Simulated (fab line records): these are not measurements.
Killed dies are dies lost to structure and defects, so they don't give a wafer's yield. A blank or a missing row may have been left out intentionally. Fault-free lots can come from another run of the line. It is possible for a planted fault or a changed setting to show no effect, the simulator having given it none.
fab line records -- flow n5Finfet -- part 1 of 2: steps 1 to 4 of 6
record lots=24, wafers=72, lastDay=18
route steps=1938 shown HKMG_FIN@442 GATE_CUT@467
lots that met no fault: taken from a fault-free run of the same line
startH: hours from the record's opening day to when the first of the lot's shown wafers began -- waitH: hours from the lot's prior step to this one -- " unchanged from the row above -- L1.1+2: one row covering several wafers at once -- - no value present, or no start provided -- * or withheld: withheld -- < > ~ a bound
route shown NAME@n: names a module that has steps shown in the file, with the first one's number in the route -- usual: average and standard deviation across the fault-free wafers -- same: alike in all rows -- chamber/n: place in a boat -- sites: each site's reading -- _std_site: the standard deviation of these -- _edge_site: inner sites' mean taken away from outer sites' mean -- radiusMm: how far each site lies from the wafer's centre -- mask NAME#n: copy n -- behind: the last tool/chamber to shape the wafer -- hold: the reason the lot was held/the length of the hold in hours/how it ended -- device: whichever transistor did not switch (one of n, p or np) -- end of line: the same wafers' tests at the end of the route -- a step with no rows: only its recipe -- killed: at the first sort, the dies lost to defects and structure; wafer yield is something else -- map: a wafer's dies, marking killed ones x, the rest . and places with no die _
set.NAME: the run value of the setting; set.NAME@STEP: its run value at that earlier step -- model.NAME: the simulator's own value behind a step, which no gauge read
route steps across a sampled set of lots; one table per step, one row per wafer
services: the hour from which a tool's chamber was out of use, counted from the record's first day as startH (under 0 if before that day), plus the number of hours and why
## steps
# step N5_HKMG_FIN_ALD_91
# recipe material=TiN, targetThkA=10, tempC=400, aldPrecursorFamily=TiCl4, aldCoReactant=NH3, pulseTimeS=1, purgeTimeS=3, coReactantPurgeTimeS=2, coReactantPulseTimeS=2, aldCycles=47, pressureTorr=3
# usual heaterPowerW=865/59, precursorPulseHeightRel=1.001/0.019
lot.wafer,tool,chamber,startH,waitH,heaterPowerW,precursorPulseHeightRel,sinceWetCleanH
L074.1,aldMetal-04,2,76.94,0.3,929,0.987,1278
L074.4,aldMetal-04,3,76.94,0.3,913,0.988,1278
L074.5,aldMetal-04,0,76.94,0.3,888,1.008,-
L075.2,aldMetal-02,0,81.13,0.3,746,1.000,4359
L075.4,aldMetal-02,2,81.13,0.3,906,1.022,4359
L075.6,aldMetal-02,0,81.13,0.3,725,0.992,-
L076.1,aldMetal-04,0,88.19,0.3,899,1.004,1290
L076.2,aldMetal-04,1,88.19,0.3,860,1.030,1290
L076.4,aldMetal-04,2,88.19,0.3,944,0.963,1290
L077.1,aldMetal-04,2,94.68,0.3,898,0.997,1296
L077.2,aldMetal-04,1,94.68,0.3,868,1.022,1296
L077.5,aldMetal-04,3,94.68,0.3,883,1.010,-
L078.2,aldMetal-02,1,104.49,0.3,938,0.972,4383
L078.4,aldMetal-02,3,104.49,0.3,752,0.985,4383
L078.6,aldMetal-02,0,104.49,0.3,735,1.028,-
L079.3,aldMetal-04,1,109.04,0.1,887,1.024,1310
L079.4,aldMetal-04,0,109.04,0.1,863,1.022,1310
L079.6,aldMetal-04,3,109.04,0.1,897,0.976,-
L080.3,aldMetal-02,2,116.04,0.1,926,1.006,4394
L080.5,aldMetal-02,1,116.04,0.1,915,1.004,-
L080.6,aldMetal-02,2,116.04,0.1,925,1.011,-
L081.2,aldMetal-04,1,121.56,0.3,886,1.005,1323
L081.3,aldMetal-04,3,121.56,0.3,896,1.007,1323
L081.4,aldMetal-04,0,121.56,0.3,880,0.982,1323
L082.2,aldMetal-03,2,128.21,0.3,853,1.000,2868
L082.4,aldMetal-03,1,128.21,0.3,830,0.986,2868
L082.6,aldMetal-03,2,128.21,0.3,851,1.025,-
L083.1,aldMetal-03,2,131.25,0.3,835,1.013,2871
L083.2,aldMetal-03,0,131.25,0.3,892,1.009,2871
L083.3,aldMetal-03,1,131.25,0.3,857,0.991,2871
L084.2,aldMetal-03,0,140.57,0.3,895,0.992,2880
L084.4,aldMetal-03,3,140.57,0.3,776,1.004,2880
L084.5,aldMetal-03,1,140.57,0.3,829,1.015,-
L085.1,aldMetal-04,1,145.19,0.3,880,0.994,1346
L085.3,aldMetal-04,3,145.19,0.3,900,0.949,1346
L085.5,aldMetal-04,1,145.19,0.3,876,1.000,-
L086.2,aldMetal-04,2,152.23,0.3,922,0.975,1354
L086.3,aldMetal-04,3,152.23,0.3,893,0.991,1354
L086.6,aldMetal-04,2,152.23,0.3,921,1.000,-
L087.1,aldMetal-02,1,156.25,0.3,956,0.986,4435
L087.3,aldMetal-02,3,156.25,0.3,759,0.991,4435
L087.6,aldMetal-02,2,156.25,0.3,905,1.011,-
L088.1,aldMetal-04,3,164.05,0.3,877,1.003,1365
L088.4,aldMetal-04,0,164.05,0.3,851,1.033,1365
L088.6,aldMetal-04,3,164.05,0.3,895,0.968,-
L089.1,aldMetal-04,2,168.42,0.3,951,0.998,1370
L089.5,aldMetal-04,2,168.42,0.3,903,1.013,-
L089.6,aldMetal-04,1,168.42,0.3,885,0.963,-
L090.1,aldMetal-03,1,172.78,0.3,834,0.969,2913
L090.3,aldMetal-03,3,172.78,0.3,772,1.011,2913
L090.4,aldMetal-03,0,172.78,0.3,910,0.979,2913
L091.2,aldMetal-04,3,179.47,0.3,894,1.028,1381
L091.5,aldMetal-04,3,179.47,0.3,883,0.992,-
L091.6,aldMetal-04,0,179.47,0.3,896,0.992,-
L092.1,aldMetal-02,1,186.48,0.3,928,1.021,4465
L092.2,aldMetal-02,3,186.48,0.3,757,0.995,4465
L092.4,aldMetal-02,0,186.48,0.3,732,1.023,4465
L093.1,aldMetal-03,2,194.30,0.3,844,1.021,2934
L093.3,aldMetal-03,3,194.30,0.3,773,1.009,2934
L093.4,aldMetal-03,0,194.30,0.3,892,1.016,2934
L094.1,aldMetal-02,3,195.83,0.3,748,0.990,4474
L094.5,aldMetal-02,2,195.83,0.3,903,1.007,-
L094.6,aldMetal-02,1,195.83,0.3,930,1.016,-
L095.3,aldMetal-04,1,203.17,0.1,861,0.981,1404
L095.4,aldMetal-04,3,203.17,0.1,921,0.982,1404
L095.6,aldMetal-04,1,203.17,0.1,873,1.035,-
L096.1,aldMetal-04,1,217.47,0.3,867,1.004,1419
L096.4,aldMetal-04,3,217.47,0.3,899,0.975,1419
L096.5,aldMetal-04,1,217.47,0.3,862,1.000,-
L097.1,aldMetal-03,2,220.82,0.3,840,1.034,2961
L097.3,aldMetal-03,1,220.82,0.3,818,1.044,2961
L097.5,aldMetal-03,0,220.82,0.3,911,0.996,-
# step N5_GATE_CUT_ETCHBACK_30
# recipe chemistry=Cl2/Ar, target=TiN, targetDepthA=30, mode=isotropic, pressureMtorr=10, icpW=600, biasW=60, Cl2_flow_sccm=40, Ar_flow_sccm=60
# usual biasW=59.99/0.16, drypumpMotorCurrentA=5.9/0.3, oesProductAu=0.79/0.11, throttleValvePct=20.68/0.11
lot.wafer,tool,chamber,startH,waitH,biasW,drypumpMotorCurrentA,oesProductAu,rfHoursCounterH,throttleValvePct
L074.1,rieMetal-01,0,80.58,0.1,60.19,5.5,0.94,4,20.70
L074.4,rieMetal-01,1,80.58,0.1,59.94,5.4,0.65,-,20.89
L074.5,rieMetal-01,1,80.58,0.1,60.20,5.3,0.65,-,20.88
L075.2,rieMetal-01,1,84.81,0.1,59.98,5.4,0.66,99,20.87
L075.4,rieMetal-01,1,84.81,0.1,60.07,5.3,0.66,-,20.87
L075.6,rieMetal-01,1,84.81,0.1,59.90,5.3,0.66,-,20.87
L076.1,rieMetal-02,0,91.94,0.1,59.66,6.1,0.85,24,20.68
L076.2,rieMetal-02,1,91.94,0.1,59.76,6.2,0.59,145,20.73
L076.4,rieMetal-02,0,91.94,0.1,59.98,6.2,0.85,-,20.73
L077.1,rieMetal-03,0,98.32,0.1,59.73,6.1,0.67,95,20.64
L077.2,rieMetal-03,1,98.32,0.1,59.83,5.8,0.79,31,20.61
L077.5,rieMetal-03,0,98.32,0.1,60.26,6.1,0.67,-,20.64
L078.2,rieMetal-02,0,108.41,0.1,60.03,6.2,0.84,-,20.72
L078.4,rieMetal-02,0,108.41,0.1,60.00,6.1,0.84,-,20.72
L078.6,rieMetal-02,0,108.41,0.1,60.17,6.2,0.84,-,20.70
L079.3,rieMetal-03,0,112.75,0.0,59.96,6.1,0.66,-,20.65
L079.4,rieMetal-03,1,112.75,0.0,59.72,5.8,0.80,-,20.61
L079.6,rieMetal-03,1,112.75,0.0,59.87,5.8,0.81,-,20.62
L080.3,rieMetal-02,0,119.91,0.1,59.98,6.2,0.83,-,20.72
L080.5,rieMetal-02,0,119.91,0.1,59.98,6.2,0.83,-,20.70
L080.6,rieMetal-02,0,119.91,0.1,59.77,6.2,0.83,-,20.71
L081.2,rieMetal-02,0,125.56,0.1,60.16,6.2,0.83,28,20.71
L081.3,rieMetal-02,0,125.56,0.1,59.97,6.2,0.83,-,20.71
L081.4,rieMetal-02,1,125.56,0.1,59.95,6.2,0.99,-,20.44
L082.2,rieMetal-03,1,132.26,0.1,60.31,5.8,0.80,-,20.62
L082.4,rieMetal-03,1,132.26,0.1,60.19,5.8,0.79,-,20.63
L082.6,rieMetal-03,1,132.26,0.1,60.06,5.8,0.79,-,20.62
L083.1,rieMetal-01,1,135.01,0.1,60.21,5.4,0.64,103,20.89
L083.2,rieMetal-01,0,135.01,0.1,60.02,5.6,0.92,9,20.71
L083.3,rieMetal-01,1,135.01,0.1,60.19,5.4,0.64,-,20.89
L084.2,rieMetal-01,1,144.36,0.1,60.20,5.4,0.64,104,20.88
L084.4,rieMetal-01,0,144.36,0.1,60.19,5.6,0.91,-,20.72
L084.5,rieMetal-01,0,144.36,0.1,60.08,5.6,0.90,-,20.73
L085.1,rieMetal-01,1,149.12,0.1,59.98,5.3,0.64,104,20.91
L085.3,rieMetal-01,1,149.12,0.1,60.27,5.4,0.64,-,20.89
L085.5,rieMetal-01,1,149.12,0.1,60.24,5.4,0.65,-,20.87
L086.2,rieMetal-03,0,156.46,0.1,59.89,6.1,0.66,98,20.67
L086.3,rieMetal-03,0,156.46,0.1,59.87,6.1,0.66,-,20.66
L086.6,rieMetal-03,0,156.46,0.1,59.68,6.1,0.67,-,20.67
L087.1,rieMetal-03,1,159.89,0.1,59.91,5.8,0.79,37,20.65
L087.3,rieMetal-03,1,159.89,0.1,59.93,5.8,0.78,-,20.63
L087.6,rieMetal-03,0,159.89,0.1,59.86,6.2,0.66,-,20.64
L088.1,rieMetal-03,0,167.70,0.1,59.99,6.1,0.66,99,20.66
L088.4,rieMetal-03,1,167.70,0.1,59.78,5.8,0.78,-,20.64
L088.6,rieMetal-03,1,167.70,0.1,60.04,5.8,0.79,-,20.63
L089.1,rieMetal-01,1,172.14,0.1,60.05,5.4,0.63,106,20.90
L089.5,rieMetal-01,1,172.14,0.1,59.88,5.4,0.64,-,20.91
L089.6,rieMetal-01,0,172.14,0.1,59.75,5.5,0.89,-,20.71
L090.1,rieMetal-02,1,176.50,0.1,60.26,6.2,0.94,5,20.47
L090.3,rieMetal-02,1,176.50,0.1,59.85,6.2,0.93,-,20.45
L090.4,rieMetal-02,0,176.50,0.1,59.95,6.2,0.82,-,20.73
L091.2,rieMetal-03,1,183.44,0.1,60.05,5.8,0.78,39,20.63
L091.5,rieMetal-03,0,183.44,0.1,59.98,6.1,0.65,-,20.67
L091.6,rieMetal-03,1,183.44,0.1,60.29,5.8,0.78,-,20.64
L092.1,rieMetal-02,1,190.17,0.1,60.22,6.2,0.92,6,20.45
L092.2,rieMetal-02,0,190.17,0.1,59.93,6.2,0.82,34,20.73
L092.4,rieMetal-02,1,190.17,0.1,60.02,6.2,0.93,-,20.47
L093.1,rieMetal-03,0,197.95,0.1,59.87,6.1,0.65,102,20.66
L093.3,rieMetal-03,1,197.95,0.1,59.74,5.8,0.78,-,20.64
L093.4,rieMetal-03,0,197.95,0.1,60.03,6.1,0.65,-,20.67
L094.1,rieMetal-03,1,199.50,0.1,60.12,5.8,0.78,41,20.64
L094.5,rieMetal-03,1,199.50,0.1,60.41,5.8,0.77,-,20.63
L094.6,rieMetal-03,0,199.50,0.1,60.05,6.1,0.66,-,20.66
L095.3,rieMetal-02,1,206.82,0.0,60.03,6.2,0.92,-,20.47
L095.4,rieMetal-02,0,206.82,0.0,59.97,6.2,0.81,-,20.73
L095.6,rieMetal-02,0,206.82,0.0,59.85,6.2,0.80,-,20.73
L096.1,rieMetal-02,1,221.31,0.1,60.22,6.2,0.91,8,20.46
L096.4,rieMetal-02,0,221.31,0.1,59.86,6.1,0.81,-,20.72
L096.5,rieMetal-02,0,221.31,0.1,59.79,6.2,0.81,-,20.74
L097.1,rieMetal-02,1,224.46,0.1,59.98,6.2,0.91,8,20.46
L097.3,rieMetal-02,1,224.46,0.1,60.03,6.2,0.91,-,20.48
L097.5,rieMetal-02,0,224.46,0.1,59.67,6.2,0.80,-,20.74
# step N5_GATE_CUT_CMP_02
# recipe stopOn=SiO2, tOverpolishS=12.7, postCmpClean=alkalineBrush, downForcePsi=2.5, platenRpm=51.8, padVelocityMS=1.0307, targetThkNm=0
# usual motorCurrentA=9.0/1.2, overpolishRunS=12.701/0.0086, timeToEndpointS=24.8/1.9
# same tOverpolishS=12.7
lot.wafer,tool,chamber,startH,waitH,motorCurrentA,overpolishRunS,timeToEndpointS
L074.4,cmp-04,1,83.25,0.0,7.6,12.704,21.6
L074.1,cmp-04,3,83.25,0.0,7.6,12.695,26.0
L074.5,cmp-04,1,83.25,0.0,7.9,12.691,24.7
L075.4,cmp-01,3,87.70,0.0,8.6,12.697,25.8
L075.2,cmp-01,2,87.70,0.0,9.0,12.711,22.2
L075.6,cmp-01,0,87.70,0.0,8.9,12.697,25.0
L076.1,cmp-04,1,94.92,0.1,7.3,12.699,25.1
L076.2,cmp-04,2,94.92,0.1,9.1,12.687,28.6
L076.4,cmp-04,3,94.92,0.1,7.4,12.695,27.4
L077.2,cmp-01,1,101.03,0.1,8.3,12.700,23.3
L077.1,cmp-01,3,101.03,0.1,8.0,12.696,24.9
L077.5,cmp-01,1,101.03,0.1,8.8,12.693,25.3
L078.2,cmp-03,3,111.57,0.1,10.2,12.703,22.8
L078.4,cmp-03,1,111.57,0.1,7.8,12.697,26.5
L078.6,cmp-03,3,111.57,0.1,11.1,12.714,24.4
L079.4,cmp-04,2,115.43,0.0,9.1,12.707,28.5
L079.3,cmp-04,1,115.43,0.0,7.8,12.724,27.8
L079.6,cmp-04,2,115.43,0.0,8.8,12.690,28.9
L080.3,cmp-04,2,122.83,0.1,9.6,12.710,25.6
L080.6,cmp-04,0,122.83,0.1,11.2,12.710,25.7
L080.5,cmp-04,1,122.83,0.1,7.5,12.707,23.9
L081.2,cmp-04,2,128.63,0.1,9.2,12.699,23.1
L081.4,cmp-04,0,128.63,0.1,10.4,12.713,22.1
L081.3,cmp-04,1,128.63,0.1,7.8,12.710,22.2
L082.2,cmp-01,0,134.98,0.1,9.3,12.711,23.2
L082.4,cmp-01,2,134.98,0.1,8.8,12.704,26.4
L082.6,cmp-01,1,134.98,0.1,8.7,12.703,22.0
L083.1,cmp-01,3,137.68,0.1,8.2,12.699,28.9
L083.3,cmp-01,0,137.68,0.1,9.1,12.697,25.6
L083.2,cmp-01,2,137.68,0.1,9.3,12.704,25.5
L084.2,cmp-04,1,147.09,0.1,7.3,12.702,26.3
L084.4,cmp-04,2,147.09,0.1,9.5,12.690,26.0
L084.5,cmp-04,0,147.09,0.1,11.4,12.699,26.7
L085.3,cmp-03,2,153.55,0.2,8.7,12.690,25.4
L085.1,cmp-03,3,153.55,0.2,10.9,12.694,22.2
L085.5,cmp-03,3,153.55,0.2,11.2,12.713,22.8
L086.3,cmp-04,0,160.25,0.1,11.3,12.694,25.4
L086.2,cmp-04,2,160.25,0.1,9.1,12.705,25.3
L086.6,cmp-04,1,160.25,0.1,7.8,12.699,25.6
L087.3,cmp-01,1,163.54,0.1,7.9,12.707,21.7
L087.1,cmp-01,3,163.54,0.1,7.9,12.704,24.6
L087.6,cmp-01,1,163.54,0.1,8.3,12.703,23.7
L088.4,cmp-04,3,170.73,0.1,8.2,12.698,22.4
L088.1,cmp-04,1,170.73,0.1,7.8,12.699,22.5
L088.6,cmp-04,2,170.73,0.1,9.7,12.695,26.3
L089.1,cmp-03,2,174.86,0.1,9.3,12.701,22.8
L089.6,cmp-03,1,174.86,0.1,8.1,12.702,24.1
L089.5,cmp-03,2,174.86,0.1,9.3,12.689,23.7
L090.4,cmp-04,3,179.44,0.0,7.2,12.698,24.5
L090.1,cmp-04,0,179.44,0.0,10.7,12.696,25.8
L090.3,cmp-04,2,179.44,0.0,8.9,12.700,24.9
L091.2,cmp-03,0,186.14,0.1,9.8,12.679,21.8
L091.6,cmp-03,3,186.14,0.1,11.5,12.708,21.4
L091.5,cmp-03,0,186.14,0.1,9.8,12.699,24.2
L092.4,cmp-04,3,193.09,0.1,8.0,12.698,25.0
L092.1,cmp-04,0,193.09,0.1,11.2,12.712,24.1
L092.2,cmp-04,1,193.09,0.1,7.8,12.702,23.4
L093.1,cmp-04,2,200.65,0.1,9.6,12.708,24.9
L093.3,cmp-04,3,200.65,0.1,7.7,12.680,24.3
L093.4,cmp-04,1,200.65,0.1,7.8,12.709,25.0
L094.1,cmp-04,0,202.24,0.1,11.1,12.714,24.1
L094.5,cmp-04,2,202.24,0.1,9.2,12.706,25.0
L094.6,cmp-04,3,202.24,0.1,8.0,12.704,24.6
L095.4,cmp-04,0,209.72,0.1,11.4,12.709,25.4
L095.3,cmp-04,3,209.72,0.1,7.3,12.700,22.9
L095.6,cmp-04,1,209.72,0.1,7.7,12.689,24.0
L096.1,cmp-01,0,224.04,0.1,8.8,12.690,28.3
L096.4,cmp-01,1,224.04,0.1,8.3,12.705,25.8
L096.5,cmp-01,0,224.04,0.1,9.4,12.713,28.5
L097.3,cmp-01,3,227.17,0.1,7.9,12.710,24.5
L097.1,cmp-01,0,227.17,0.1,9.1,12.706,24.9
L097.5,cmp-01,3,227.17,0.1,8.1,12.688,25.6
# step N5_GATE_CUT_DESCUM_18
# recipe chemistry=O2, timeS=7, sourcePowerW=50, biasPowerW=20, pressureMtorr=20, rfFrequencyHz=2.712e+07, tempC=40, resist=CAR-EUV, o2FlowSccm=225
# usual drypumpMotorCurrentA=5.8/0.45, oesProductAu=0.76/0.074, rfVppV=242.7/1.4, showerheadPlenumPTorr=2.06/0.067, throttleValvePct=20.40/0.23
lot.wafer,tool,chamber,startH,waitH,drypumpMotorCurrentA,oesProductAu,rfHoursCounterH,rfVppV,showerheadPlenumPTorr,throttleValvePct
L074.1,rieDiel-04,3,84.04,0.0,5.8,0.74,185,244.3,2.08,20.58
L074.4,rieDiel-04,2,84.04,0.0,5.7,0.68,220,243.1,2.06,20.53
L074.5,rieDiel-04,2,84.04,0.0,5.7,0.68,-,243.3,2.06,20.53
L075.2,rieDiel-03,0,88.64,0.2,6.1,0.78,150,241.5,2.01,20.57
L075.4,rieDiel-03,3,88.64,0.2,6.2,0.82,80,242.7,2.03,20.39
L075.6,rieDiel-03,1,88.64,0.2,4.7,0.67,-,244.8,2.15,20.45
L076.1,rieDiel-03,0,95.67,0.0,6.1,0.79,152,242.7,2.01,20.57
L076.2,rieDiel-03,3,95.67,0.0,6.2,0.82,82,243.3,2.03,20.41
L076.4,rieDiel-03,2,95.67,0.0,6.2,0.75,142,241.6,2.01,20.30
L077.1,rieDiel-03,2,101.82,0.1,6.2,0.76,143,243.0,2.01,20.32
L077.2,rieDiel-03,0,101.82,0.1,6.1,0.78,155,243.8,2.01,20.56
L077.5,rieDiel-03,0,101.82,0.1,6.1,0.78,-,241.0,2.01,20.56
L078.2,rieDiel-02,3,112.36,0.0,6.3,0.70,236,244.3,2.14,20.16
L078.4,rieDiel-02,1,112.36,0.0,5.7,0.78,118,239.7,1.93,19.93
L078.6,rieDiel-02,0,112.36,0.0,5.7,0.77,-,242.9,2.10,20.59
L079.3,rieDiel-03,1,116.22,0.0,4.7,0.68,236,244.8,2.15,20.49
L079.4,rieDiel-03,2,116.22,0.0,6.2,0.76,147,242.6,2.00,20.33
L079.6,rieDiel-03,3,116.22,0.0,6.2,0.81,-,241.1,2.03,20.41
L080.3,rieDiel-03,3,124.41,0.9,6.2,0.81,89,243.0,2.03,20.40
L080.5,rieDiel-03,2,124.41,0.9,6.2,0.74,-,241.2,2.00,20.32
L080.6,rieDiel-03,3,124.41,0.9,6.2,0.82,-,243.4,2.03,20.41
L081.2,rieDiel-03,0,129.42,0.0,6.1,0.76,162,242.5,2.01,20.56
L081.3,rieDiel-03,1,129.42,0.0,4.7,0.66,239,242.6,2.14,20.48
L081.4,rieDiel-03,2,129.42,0.0,6.2,0.74,150,242.1,2.00,20.33
L082.2,rieDiel-04,3,135.90,0.2,5.9,0.73,199,243.3,2.08,20.59
L082.4,rieDiel-04,1,135.90,0.2,6.1,0.77,144,245.3,2.18,20.27
L082.6,rieDiel-04,2,135.90,0.2,5.7,0.67,-,242.1,2.05,20.57
L083.1,rieDiel-02,3,138.59,0.0,6.2,0.69,244,244.2,2.14,20.19
L083.2,rieDiel-02,2,138.59,0.0,5.2,0.67,249,242.7,2.07,20.33
L083.3,rieDiel-02,0,138.59,0.0,5.7,0.77,130,243.2,2.10,20.62
L084.2,rieDiel-02,0,147.84,0.0,5.7,0.75,134,243.7,2.10,20.61
L084.4,rieDiel-02,1,147.84,0.0,5.7,0.78,-,240.4,1.93,19.94
L084.5,rieDiel-02,0,147.84,0.0,5.7,0.75,-,243.8,2.10,20.61
L085.1,rieDiel-04,2,154.75,0.4,5.7,0.67,240,243.4,2.05,20.56
L085.3,rieDiel-04,3,154.75,0.4,5.8,0.73,204,242.9,2.07,20.61
L085.5,rieDiel-04,3,154.75,0.4,5.8,0.74,-,243.6,2.07,20.61
L086.2,rieDiel-03,1,161.04,0.0,4.7,0.66,248,243.4,2.14,20.49
L086.3,rieDiel-03,2,161.04,0.0,6.2,0.74,159,241.9,2.00,20.35
L086.6,rieDiel-03,0,161.04,0.0,6.1,0.76,-,240.3,2.01,20.57
L087.1,rieDiel-02,0,164.42,0.0,5.7,0.74,140,242.3,2.09,20.62
L087.3,rieDiel-02,1,164.42,0.0,5.7,0.77,131,241.2,1.93,19.91
L087.6,rieDiel-02,1,164.42,0.0,5.7,0.77,-,240.2,1.93,19.91
L088.1,rieDiel-04,0,171.86,0.4,5.6,0.70,199,242.3,2.07,20.74
L088.4,rieDiel-04,2,171.86,0.4,5.7,0.67,247,242.9,2.05,20.57
L088.6,rieDiel-04,2,171.86,0.4,5.7,0.66,-,242.5,2.05,20.57
L089.1,rieDiel-02,0,175.64,0.0,5.7,0.75,144,242.6,2.09,20.61
L089.5,rieDiel-02,3,175.64,0.0,6.3,0.68,-,244.5,2.13,20.23
L089.6,rieDiel-02,0,175.64,0.0,5.7,0.74,-,242.1,2.09,20.61
L090.1,rieDiel-03,3,180.24,0.0,6.2,0.79,105,242.2,2.02,20.43
L090.3,rieDiel-03,2,180.24,0.0,6.2,0.73,165,240.9,2.00,20.35
L090.4,rieDiel-03,0,180.24,0.0,6.1,0.76,-,241.3,2.00,20.58
L091.2,rieDiel-04,1,187.02,0.0,6.1,0.74,159,244.1,2.18,20.29
L091.5,rieDiel-04,0,187.02,0.0,5.6,0.70,-,242.6,2.07,20.75
L091.6,rieDiel-04,3,187.02,0.0,5.8,0.72,-,243.9,2.07,20.63
L092.1,rieDiel-02,1,193.97,0.0,5.7,0.76,142,241.0,1.92,19.95
L092.2,rieDiel-02,0,193.97,0.0,5.7,0.75,151,243.4,2.09,20.64
L092.4,rieDiel-02,3,193.97,0.0,6.3,0.98,1,245.3,2.13,19.82
L093.1,rieDiel-04,1,201.57,0.0,6.1,0.75,166,244.4,2.17,20.28
L093.3,rieDiel-04,2,201.57,0.0,5.7,1.00,0,242.7,2.05,20.21
L093.4,rieDiel-04,0,201.57,0.0,5.6,0.69,209,242.5,2.07,20.74
L094.1,rieDiel-03,0,202.98,0.0,6.1,0.75,185,241.6,2.00,20.61
L094.5,rieDiel-03,2,202.98,0.0,6.2,0.73,-,242.6,2.00,20.37
L094.6,rieDiel-03,1,202.98,0.0,4.7,1.00,-,243.4,2.14,20.10
L095.3,rieDiel-02,1,210.64,0.0,5.7,0.77,147,240.3,1.92,19.96
L095.4,rieDiel-02,0,210.64,0.0,5.7,0.74,157,243.5,2.09,20.65
L095.6,rieDiel-02,3,210.64,0.0,6.3,0.96,-,244.1,2.13,19.83
L096.1,rieDiel-03,2,224.81,0.0,6.2,0.71,179,241.7,1.99,20.37
L096.4,rieDiel-03,0,224.81,0.0,6.1,0.74,191,242.3,2.00,20.60
L096.5,rieDiel-03,3,224.81,0.0,6.2,0.78,-,242.4,2.02,20.46
L097.1,rieDiel-03,0,227.92,0.0,6.1,0.74,192,241.7,2.00,20.61
L097.3,rieDiel-03,2,227.92,0.0,6.2,0.72,180,241.5,1.99,20.36
L097.5,rieDiel-03,1,227.92,0.0,4.7,0.96,-,242.4,2.14,20.13
